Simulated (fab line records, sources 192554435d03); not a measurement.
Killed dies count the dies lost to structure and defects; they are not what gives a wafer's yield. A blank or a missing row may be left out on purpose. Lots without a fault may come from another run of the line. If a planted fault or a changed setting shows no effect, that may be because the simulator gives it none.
Which tool did it?    flow n5Finfet    14 lots, 42 wafers sampled, at 3 steps of a route of 1938

WHAT THE GAUGES SHOWED, per wafer
N5_WELL_APT_OVL_MEAS_09. Usual: NWELL_OVL -3 nm, standard deviation 4.6.
lot   measured     on          NWELL_OVL (nm)  flag
L967  day 2 07:37  overlay-02  -3 -5 -7        
L968  day 2 13:58  overlay-02  5 -6 -5         
L969  day 2 19:44  overlay-01  3 2 1           
L970  day 3 01:52  overlay-02  -9 -6 -2        
L972  day 3 13:35  overlay-02  1 -5 -1         
L974  day 4 01:44  overlay-01  -4 -1 -7        
L980  day 5 13:36  overlay-02  1 0 -7          
L981  day 5 19:35  overlay-01  -10 -5 -5       
L983  day 6 08:02  overlay-01  8 0 -2          
L984  day 6 14:26  overlay-01  -5 -9 -1        
L986  day 7 02:36  overlay-02  -4 1 -6         
L987  day 7 07:35  overlay-02  -3 0 6          

TOOL THAT RAN EACH LOT (tool first, then ch and the chambers of the sampled wafers, then the start)
lot   N5_ZERO_LAYER_PEB_09             N5_ZERO_LAYER_ETCH_17
L967  lithoTrack-05 ch 0, day 2 06:33  rieDiel-06 ch 0,1, day 2 06:44
L968  lithoTrack-05 ch 0, day 2 12:39  rieDiel-04 ch 0,3, day 2 12:58
L969  lithoTrack-02 ch 0, day 2 18:39  rieDiel-06 ch 0,2, day 2 18:50
L970  lithoTrack-02 ch 0, day 3 00:40  rieDiel-06 ch 0,1,2, day 3 00:52
L972  lithoTrack-01 ch 0, day 3 12:31  rieDiel-06 ch 1,2,3, day 3 12:43
L974  lithoTrack-05 ch 0, day 4 00:39  rieDiel-06 ch 2,3, day 4 00:50
L976  lithoTrack-02, day 4 12:32       rieDiel-06 ch 1,2,3, day 4 13:23
L977  lithoTrack-01, day 4 18:39       rieDiel-02 ch 1,3, day 4 18:58
L980  lithoTrack-05 ch 0, day 5 12:31  rieDiel-06 ch 1,2, day 5 12:43
L981  lithoTrack-02 ch 0, day 5 18:31  rieDiel-02 ch 0,2,3, day 5 18:43
L983  lithoTrack-05 ch 0, day 6 06:40  rieDiel-02 ch 1,2,3, day 6 06:59
L984  lithoTrack-02 ch 0, day 6 12:31  rieDiel-02 ch 0,1,2, day 6 13:25
L986  lithoTrack-05 ch 0, day 7 00:32  rieDiel-04 ch 0,2,3, day 7 01:41
L987  lithoTrack-02 ch 0, day 7 06:31  rieDiel-06 ch 0,1,3, day 7 06:43
- N5_ZERO_LAYER_PEB_09
- N5_ZERO_LAYER_ETCH_17: etches SiO2 in CF4, target depth 12 nm, time 13.3 s.

WHAT THE TOOLS THEMSELVES READ (means of the sampled wafers that have a number; where no wafer has one, the mark that the record gives instead)
N5_ZERO_LAYER_PEB_09. Usual: 44.9 Pa for exhaustPa, sd 0.89.
lot   tool           exhaustPa (Pa)  flag
L967  lithoTrack-05  45.3            
L968  lithoTrack-05  45.4            
L969  lithoTrack-02  44.4            
L970  lithoTrack-02  45.3            
L972  lithoTrack-01  44.9            
L974  lithoTrack-05  45.6            
L976  lithoTrack-02  -               OFF
L977  lithoTrack-01  -               OFF
L980  lithoTrack-05  44.7            
L981  lithoTrack-02  45.5            
L983  lithoTrack-05  45.8            
L984  lithoTrack-02  45.1            
L986  lithoTrack-05  44.3            
L987  lithoTrack-02  44.1            

N5_ZERO_LAYER_ETCH_17. Usual: biasW 214.9 W, standard deviation 0.53; cf4FlowSccm 100.0 sccm, standard deviation 0.31; drypumpMotorCurrentA 5.5 A, standard deviation 0.34; oesProductAu 0.75 a.u., standard deviation 0.055; rfFwdPowerW 446.7 W, standard deviation 1.3; rfVppV 947 V, standard deviation 4.1; showerheadPlenumPTorr 2.12 Torr, standard deviation 0.062; throttleValvePct 15.68 %, standard deviation 0.17.
lot   tool        biasW (W)  cf4FlowSccm (sccm)  drypumpMotorCurrentA (A)  oesProductAu (a.u.)  rfFwdPowerW (W)  rfVppV (V)  showerheadPlenumPTorr (Torr)  throttleValvePct (%)  flag
L967  rieDiel-06  214.2      100.0               5.4                       0.75                 446.5            945         2.08                          15.60                 
L968  rieDiel-04  214.9      99.8                5.7                       0.71                 446.3            948         2.11                          15.75                 
L969  rieDiel-06  214.8      100.2               5.1                       0.73                 447.6            951         2.18                          15.67                 
L970  rieDiel-06  215.2      99.7                5.2                       0.74                 446.8            948         2.13                          15.65                 
L972  rieDiel-06  215.4      99.8                5.4                       0.77                 447.0            947         2.12                          15.70                 
L974  rieDiel-06  214.9      100.1               5.3                       0.76                 447.9            950         2.17                          15.74                 
L976  rieDiel-06  214.8      99.7                5.4                       0.77                 447.3            947         2.11                          15.73                 
L977  rieDiel-02  214.9      100.0               5.9                       0.74                 446.0            945         2.07                          15.50                 
L980  rieDiel-06  214.9      100.0               5.3                       0.75                 446.0            949         2.16                          15.67                 
L981  rieDiel-02  214.7      100.0               5.5                       0.72                 446.6            949         2.14                          15.75                 
L983  rieDiel-02  215.2      100.4               5.7                       0.72                 444.4            946         2.09                          15.60                 
L984  rieDiel-02  215.0      99.9                5.6                       0.71                 446.6            948         2.12                          15.60                 
L986  rieDiel-04  214.8      100.1               5.6                       0.81                 446.6            948         2.15                          15.60                 
L987  rieDiel-06  214.6      100.2               5.3                       0.79                 447.8            943         2.07                          15.62                 

THE ANSWER, worked out from the rows above alone
Rule: a lot is off if the mean of its wafers that have a number lies more than 3 standard deviations from the usual mean. Also off: a lot with no number at a reading for which 4 or more lots have one. Where the step has rows for the other lots, those lots are counted as sound. After the gauges, taken in route order, come the tools' own readings; for these a lot's mean is taken, as printed above. At the first step where some lot is off, the reading lying furthest off is the one used; lots without a number count as furthest.
Off: L976, L977 (N5_ZERO_LAYER_PEB_09, exhaustPa). Without a number there: L976, L977.
A tool fits if, at that step or a process step before it, it ran every lot that is off, and no sound lot after the first of them. Of those tried, none fits.

WHAT WAS PUT IN BY THE SIMULATOR
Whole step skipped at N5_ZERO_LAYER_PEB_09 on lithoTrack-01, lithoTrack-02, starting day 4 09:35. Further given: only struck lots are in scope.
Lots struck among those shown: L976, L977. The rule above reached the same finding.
